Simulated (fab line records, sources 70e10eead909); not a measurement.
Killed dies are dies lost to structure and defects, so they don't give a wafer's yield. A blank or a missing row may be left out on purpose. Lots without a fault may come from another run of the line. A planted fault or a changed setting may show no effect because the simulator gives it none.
Which tool did it? | flow nand_harc | 13 lots, 39 wafers sampled, at 5 steps of a route of 1159

WHAT THE GAUGES READ, wafer by wafer
NHARC_END_SORT_01. Usual: defect_limited_yield 95.3 %, standard deviation 1.5; killed_at_array 28, standard deviation 10; killed_at_other 0.6, standard deviation 1.1; killed_at_periphery 3.6, standard deviation 2.6; killed_dies 32, standard deviation 10; killed_open 3.3, standard deviation 1.8; killed_short 1.9, standard deviation 1.4; sort_bin_2_pct 1.5 %, standard deviation 0.61; sort_bin_3_pct 0.27 %, standard deviation 0.2; sort_bin_4_pct 3.0 %, standard deviation 1; sort_n_pass 645, standard deviation 10; sort_rim_yield_pct 97.3 %, standard deviation 1.9; sort_yield_pct 95.3 %, standard deviation 1.5.
lot  | measured     | on        | defect_limited_yield (%) | killed_at_array | killed_at_other | killed_at_periphery | killed_dies | killed_open | killed_short | sort_bin_2_pct (%) | sort_bin_3_pct (%) | sort_bin_4_pct (%) | sort_n_pass | sort_rim_yield_pct (%) | sort_yield_pct (%) | flag
L980 | day 19 11:27 | prober-02 | 95.4 95.1 95.4           | 28 32 30        | 0 0 0           | 3 1 1               | 31 33 31    | 3 3 1       | 2 3 3        | 1.3 1.5 0.6        | 0.30 0 1.18        | 3.0 3.4 2.8        | 646 644 646 | 98.1 98.1 99.1         | 95.4 95.1 95.4     |
L982 | day 20 08:23 | prober-01 | 96.0 96.2 96.6           | 19 17 13        | 0 2 1           | 8 7 9               | 27 26 23    | 3 6 5       | 1 2 3        | 0.9 1.0 0.7        | 0.30 0.15 0.30     | 2.8 2.7 2.4        | 650 651 654 | 96.2 94.3 97.2         | 96.0 96.2 96.6     |
L981 | day 19 17:22 | prober-02 | 94.5 96.5 96.2           | 30 21 22        | 0 0 1           | 7 3 3               | 37 24 26    | 5 2 4       | 2 2 2        | 2.1 0.9 1.5        | 0.15 0.15 0        | 3.2 2.5 2.4        | 640 653 651 | 98.1 98.1 96.2         | 94.5 96.5 96.2     |
L983 | day 20 01:16 | prober-02 | 95.3 95.7 96.3           | 30 26 22        | 0 0 0           | 2 3 3               | 32 29 25    | 2 5 3       | 1 0 1        | 1.0 1.2 1.0        | 0.30 0.59 0.44     | 3.4 2.5 2.2        | 645 648 652 | 98.1 95.3 100.0        | 95.3 95.7 96.3     |
L984 | day 22 01:16 | prober-02 | 94.5 93.8 94.1           | 37 41 38        | 0 0 1           | 0 1 1               | 37 42 40    | 2 3 1       | 3 1 3        | 2.1 2.4 1.9        | 0.30 0.44 0.59     | 3.1 3.4 3.4        | 640 635 637 | 97.2 97.2 97.2         | 94.5 93.8 94.1     |
L993 | day 22 19:11 | prober-01 | 95.4 0.3 95.1            | 24 29 22        | 1 2 1           | 6 644 10            | 31 675 33   | 2 4 5       | 3 1 1        | 1.5 96.2 2.4       | 0.15 0.44 0.15     | 3.0 3.1 2.4        | 646 2 644   | 98.1 0.9 96.2          | 95.4 0.3 95.1      | OFF
L994 | day 23 19:49 | prober-02 | 96.5 96.2 0.7            | 21 21 25        | 0 0 0           | 3 5 647             | 24 26 672   | 5 3 3       | 1 1 4        | 1.3 1.0 96.0       | 0 0 0.30           | 2.2 2.8 3.0        | 653 651 5   | 97.2 96.2 0            | 96.5 96.2 0.7      | OFF
L995 | day 23 16:33 | prober-01 | 95.4 0.4 95.0            | 28 34 34        | 0 0 0           | 3 640 0             | 31 674 34   | 4 1 5       | 3 5 1        | 2.2 95.6 1.8       | 0.15 0.15 0.59     | 2.2 3.8 2.7        | 646 3 643   | 96.2 0.9 95.3          | 95.4 0.4 95.0      | OFF
L996 | day 24 05:13 | prober-02 | 96.3 96.2 97.6           | 19 21 16        | 0 0 0           | 6 5 0               | 25 26 16    | 5 2 0       | 1 2 0        | 0.9 1.3 0.7        | 0.15 0.15 0.15     | 2.7 2.4 1.5        | 652 651 661 | 97.2 98.1 100.0        | 96.3 96.2 97.6     |

WHICH TOOL RAN EACH LOT (tool, then ch and the chambers of the sampled wafers, then the start)
lot  | NHARC_P_M0_PVD_21            | NHARC_THIN_TSV_DEP_47           | NHARC_THIN_TSV_DEGAS_49      | NHARC_THIN_TSV_STRIP_56
L978 | pvd_sputter-01, day 5 15:05  | pecvd-02 ch 0,1, day 18 07:43   | pvd_sputter-03, day 18 08:39 | plasma_asher-02 ch 0,1, day 18 12:52
L980 | pvd_sputter-02, day 6 14:06  | pecvd-04 ch 0,1,2, day 18 22:53 | pvd_sputter-01, day 18 23:41 | plasma_asher-02 ch 0,1, day 19 03:35
L979 | pvd_sputter-02, day 6 14:43  | pecvd-01 ch 1,2, day 19 05:37   | pvd_sputter-03, day 19 06:32 | plasma_asher-02 ch 1, day 19 10:14
L982 | pvd_sputter-01, day 6 16:33  | pecvd-02 ch 0,1,2, day 19 12:22 | pvd_sputter-01, day 19 13:18 | plasma_asher-01 ch 0,1, day 19 17:10
L981 | pvd_sputter-01, day 6 20:06  | pecvd-04 ch 1,2, day 19 04:27   | pvd_sputter-02, day 19 05:17 | plasma_asher-01 ch 0,1, day 19 09:07
L983 | pvd_sputter-01, day 7 04:29  | pecvd-04 ch 0,1,2, day 19 13:33 | pvd_sputter-01, day 19 14:29 | plasma_asher-02 ch 0,1, day 19 18:22
L984 | pvd_sputter-03, day 7 10:03  | pecvd-01 ch 0,2, day 21 11:00   | pvd_sputter-02, day 21 11:55 | plasma_asher-02 ch 0,1, day 21 15:49
L993 | pvd_sputter-01, day 9 21:54  | pecvd-04 ch 1, day 22 06:08     | pvd_sputter-02, day 22 07:03 | plasma_asher-01 ch 0, day 22 10:50
L994 | pvd_sputter-01, day 9 22:32  | pecvd-01 ch 0,1, day 23 06:16   | pvd_sputter-01, day 23 07:12 | plasma_asher-01 ch 0,1, day 23 11:32
L995 | pvd_sputter-01, day 10 01:44 | pecvd-01 ch 0,1, day 22 20:06   | pvd_sputter-02, day 22 20:53 | plasma_asher-02 ch 0,1, day 23 01:19
L996 | pvd_sputter-03, day 10 13:13 | pecvd-04 ch 0,1,2, day 23 14:10 | pvd_sputter-02, day 23 15:11 | plasma_asher-01 ch 0,1, day 23 19:02
L999 | pvd_sputter-03, day 11 00:40 | pecvd-04 ch 0,2, day 23 22:22   | pvd_sputter-01, day 23 23:17 | plasma_asher-01 ch 0,1, day 24 03:36
L998 | pvd_sputter-02, day 11 01:11 | pecvd-01 ch 0,1, day 23 21:17   | pvd_sputter-01, day 23 22:10 | plasma_asher-01 ch 0,1, day 24 02:04
- NHARC_P_M0_PVD_21: deposits Cu, target thk 30 nm, time 20.49 s.
- NHARC_THIN_TSV_DEP_47: deposits SiO2, target thk 200 nm.
- NHARC_THIN_TSV_DEGAS_49: time 120 s.
- NHARC_THIN_TSV_STRIP_56: strips in O2.

WHAT THE TOOLS THEMSELVES READ (means of the sampled wafers that have a number; where no wafer has one, the mark that the record gives instead)
NHARC_P_M0_PVD_21. Usual: throttle_valve_pct 30.2 %, standard deviation 0.86.
lot  | tool           | throttle_valve_pct (%) | flag
L978 | pvd_sputter-01 | 30.0                   |
L980 | pvd_sputter-02 | 29.6                   |
L979 | pvd_sputter-02 | 30.1                   |
L982 | pvd_sputter-01 | 30.1                   |
L981 | pvd_sputter-01 | 30.3                   |
L983 | pvd_sputter-01 | 29.9                   |
L984 | pvd_sputter-03 | 30.4                   |
L993 | pvd_sputter-01 | 30.2                   |
L994 | pvd_sputter-01 | 30.1                   |
L995 | pvd_sputter-01 | 30.1                   |
L996 | pvd_sputter-03 | 30.3                   |
L999 | pvd_sputter-03 | 30.0                   |
L998 | pvd_sputter-02 | 29.2                   |

NHARC_THIN_TSV_DEP_47. Usual: rf_fwd_power_W 898.4 W, standard deviation 2.8; throttle_valve_pct 16.1 %, standard deviation 0.42.
lot  | tool     | rf_fwd_power_W (W) | throttle_valve_pct (%) | flag
L978 | pecvd-02 | 898.3              | 15.8                   |
L980 | pecvd-04 | 899.1              | 16.0                   |
L979 | pecvd-01 | 900.6              | 15.9                   |
L982 | pecvd-02 | 898.2              | 16.0                   |
L981 | pecvd-04 | 899.4              | 15.8                   |
L983 | pecvd-04 | 900.3              | 15.9                   |
L984 | pecvd-01 | 896.5              | 16.5                   |
L993 | pecvd-04 | 900.1              | 16.1                   |
L994 | pecvd-01 | 897.5              | 16.8                   |
L995 | pecvd-01 | 896.5              | 16.6                   |
L996 | pecvd-04 | 897.6              | 16.2                   |
L999 | pecvd-04 | 898.0              | 16.1                   |
L998 | pecvd-01 | 899.7              | 16.9                   |

NHARC_THIN_TSV_DEGAS_49. Usual: heater_power_w 474 W, standard deviation 34.
lot  | tool           | heater_power_w (W) | flag
L978 | pvd_sputter-03 | 515                |
L980 | pvd_sputter-01 | 467                |
L979 | pvd_sputter-03 | 524                |
L982 | pvd_sputter-01 | 446                |
L981 | pvd_sputter-02 | 455                |
L983 | pvd_sputter-01 | 453                |
L984 | pvd_sputter-02 | 459                |
L993 | pvd_sputter-02 | 456                |
L994 | pvd_sputter-01 | 448                |
L995 | pvd_sputter-02 | 460                |
L996 | pvd_sputter-02 | 447                |
L999 | pvd_sputter-01 | 445                |
L998 | pvd_sputter-01 | 439                |

NHARC_THIN_TSV_STRIP_56. Usual: drypump_motor_current_A 5.62 A, standard deviation 0.28; heater_power_w 305 W, standard deviation 14.
lot  | tool            | drypump_motor_current_A (A) | heater_power_w (W) | flag
L978 | plasma_asher-02 | 5.87                        | 296                |
L980 | plasma_asher-02 | 5.86                        | 288                |
L979 | plasma_asher-02 | 5.67                        | 304                |
L982 | plasma_asher-01 | 5.51                        | 321                |
L981 | plasma_asher-01 | 5.37                        | 316                |
L983 | plasma_asher-02 | 5.86                        | 290                |
L984 | plasma_asher-02 | 5.77                        | 295                |
L993 | plasma_asher-01 | 5.19                        | 306                |
L994 | plasma_asher-01 | 5.40                        | 314                |
L995 | plasma_asher-02 | 5.83                        | 292                |
L996 | plasma_asher-01 | 5.35                        | 316                |
L999 | plasma_asher-01 | 5.53                        | 314                |
L998 | plasma_asher-01 | 5.35                        | 309                |

THE ANSWER, worked out from the rows above alone
Rule: a lot is off if the mean of its wafers that have a number lies more than 3 standard deviations from the usual mean. A lot without any number at a reading at which 4 lots or more have one is off too. The other lots that the step has rows for count as sound. The gauges are gone through in route order, then the tools' own readings, and for those a lot's mean is taken as printed above. The first step at which some lot is off is used, and at that step the reading that is off furthest; a lot without a number counts as furthest.
Off: L993, L994, L995, at NHARC_END_SORT_01 (killed_at_periphery). Neither off nor sound, because the step has no rows for them: L978, L979, L999, L998.
A tool fits if, at a process step before that reading, it ran every lot that is off, and no sound lot after the first of them. The gauges at NHARC_END_SORT_01 are tried like those tools. One fits: pvd_sputter-01 at NHARC_P_M0_PVD_21. Its last sound lot is L983 (day 7 04:29), its first lot that is off L993 (day 9 21:54): a fault that began between those two fits.

WHAT THE SIMULATOR HAD PUT IN
Process parameter drift: pvd_sputter-01, from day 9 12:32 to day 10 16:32, at NHARC_P_M0_PVD_21. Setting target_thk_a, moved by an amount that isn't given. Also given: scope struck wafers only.
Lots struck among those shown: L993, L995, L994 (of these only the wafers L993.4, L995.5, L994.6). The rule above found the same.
